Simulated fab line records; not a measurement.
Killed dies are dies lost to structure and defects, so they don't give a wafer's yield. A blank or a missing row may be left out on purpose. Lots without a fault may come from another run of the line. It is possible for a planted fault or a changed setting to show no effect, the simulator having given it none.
Commonality check across tools	flow nand-harc	Lots sampled 3, wafers sampled 9

REASON IT WAS OPENED
At NHARC_END_SORT_01 the reading killed-at-periphery is flagged on 1 of 3 lots. Fault-free wafers read 3.7, with a standard deviation of 2.6.
Rule: flag the lot when none of its wafers has a number, or when each of its wafers that has one lies beyond 4 standard deviations from that mean. The rest of the lots are taken to be sound.

lot	measured	on	killed-at-periphery, wafer by wafer	flag
L710	day 27 15:35	prober-02	2 2 2	
L715	day 29 02:34	prober-01	628 635 626	FLAGGED
L723	day 32 03:32	prober-01	3 4 6	
The numbers of the flagged lots are 629.7 on average: +626.0 against the usual, or +99 or more standard deviations.

LOT BY LOT: THE TOOL USED
The record holds 4 process steps before the reading, out of a route of 1302 steps. In each cell: the tool, then ch and the chambers that the sampled wafers went through, then the start.
lot	flag	NHARC_P_GATE_HM_OPEN_105	NHARC_P_GATE_ETCH_32	NHARC_P_GATE_ALD_36	NHARC_P_GATE_EXPOSE_56
L710		rie-diel-02 ch 0,1,3, day 8 00:23 or earlier	rie-si-05 ch 1,2,3, day 8 00:23	ald-sin-01 ch 0,1,2, day 8 01:11	krf-scanner-01 ch 0, day 8 13:22
L715	FLAGGED	rie-diel-09 ch 1,2, day 9 20:27 or earlier	rie-si-05 ch 0,2,3, day 9 20:27	ald-sin-04 ch 1,2, day 9 21:14	krf-scanner-01 ch 0, day 10 09:17
L723		rie-diel-02 ch 0,2, day 13 06:48 or earlier	rie-si-03 ch 0,2,3, day 13 06:48	ald-sin-02 ch 2,3, day 13 07:34	krf-scanner-01 ch 0, day 13 19:40
What the steps here do:
- NHARC_P_GATE_HM_OPEN_105: chemistry O2/COS, target depth 360 nm.
- NHARC_P_GATE_ETCH_32: etches the open film in HBr/Cl2, target depth 150 nm, time 100.1 s.
- NHARC_P_GATE_ALD_36: deposits SiNx, target thk 20 nm, pulse time 60 s, ald cycles 223.
- NHARC_P_GATE_EXPOSE_56: exposes mask P PSD, target cd 720 nm.
- NHARC_END_SORT_01

FLAGGED AGAINST TOTAL, ONE TOOL AT A TIME (gauges that did the reading follow at the end)
step	tool	lots run	flagged	share of the flagged lots	sound lots run after its first flagged lot
NHARC_P_GATE_HM_OPEN_105	rie-diel-02	2	0	none	-
NHARC_P_GATE_HM_OPEN_105	rie-diel-09	1	1	all	0
NHARC_P_GATE_ETCH_32	rie-si-03	1	0	none	-
NHARC_P_GATE_ETCH_32	rie-si-05	2	1	all	0
NHARC_P_GATE_ALD_36	ald-sin-01	1	0	none	-
NHARC_P_GATE_ALD_36	ald-sin-02	1	0	none	-
NHARC_P_GATE_ALD_36	ald-sin-04	1	1	all	0
NHARC_P_GATE_EXPOSE_56	krf-scanner-01	3	1	all	1 (L723)
NHARC_END_SORT_01	prober-01	2	1	all	1 (L723)
NHARC_END_SORT_01	prober-02	1	0	none	-
NHARC_P_GATE_HM_OPEN_105: start missing for some lots; hours and lot order therefore follow NHARC_P_GATE_ETCH_32.

WHAT IS ALLOWED BY THE TABLE
5 rows of the table ran every flagged lot: rie-diel-09 at NHARC_P_GATE_HM_OPEN_105, rie-si-05 at NHARC_P_GATE_ETCH_32, ald-sin-04 at NHARC_P_GATE_ALD_36, krf-scanner-01 at NHARC_P_GATE_EXPOSE_56, prober-01 at NHARC_END_SORT_01.
- rie-diel-09 at NHARC_P_GATE_HM_OPEN_105: 1 of its 1 lot flagged. Because this sample shows no sound lot run on it before its first flagged lot, the start cannot be pinned down more closely.
- rie-si-05 at NHARC_P_GATE_ETCH_32 ran 2 lots, 1 of them flagged. Its last sound lot is L710 (day 8 00:23), its first flagged lot L715 (day 9 20:27): a fault that began between those two fits.
- ald-sin-04 at NHARC_P_GATE_ALD_36: 1 of its 1 lot flagged. Because this sample shows no sound lot run on it before its first flagged lot, the start cannot be pinned down more closely.
- krf-scanner-01 at NHARC_P_GATE_EXPOSE_56 ran 3 lots, 1 of them flagged. Lots that were sound ran on it after the first flagged one (L723); a persistent fault on the entire tool would not allow that.
- prober-01 at NHARC_END_SORT_01 ran 2 lots, 1 of them flagged. Lots that were sound ran on it after the first flagged one (L723); a persistent fault on the entire tool would not allow that.
These 3 tools cannot be told apart by counting lots, since each of them fits a fault that started at some hour. More lots, or a look at what each step does to the wafer, might.

WHAT WAS PUT IN BY THE SIMULATOR
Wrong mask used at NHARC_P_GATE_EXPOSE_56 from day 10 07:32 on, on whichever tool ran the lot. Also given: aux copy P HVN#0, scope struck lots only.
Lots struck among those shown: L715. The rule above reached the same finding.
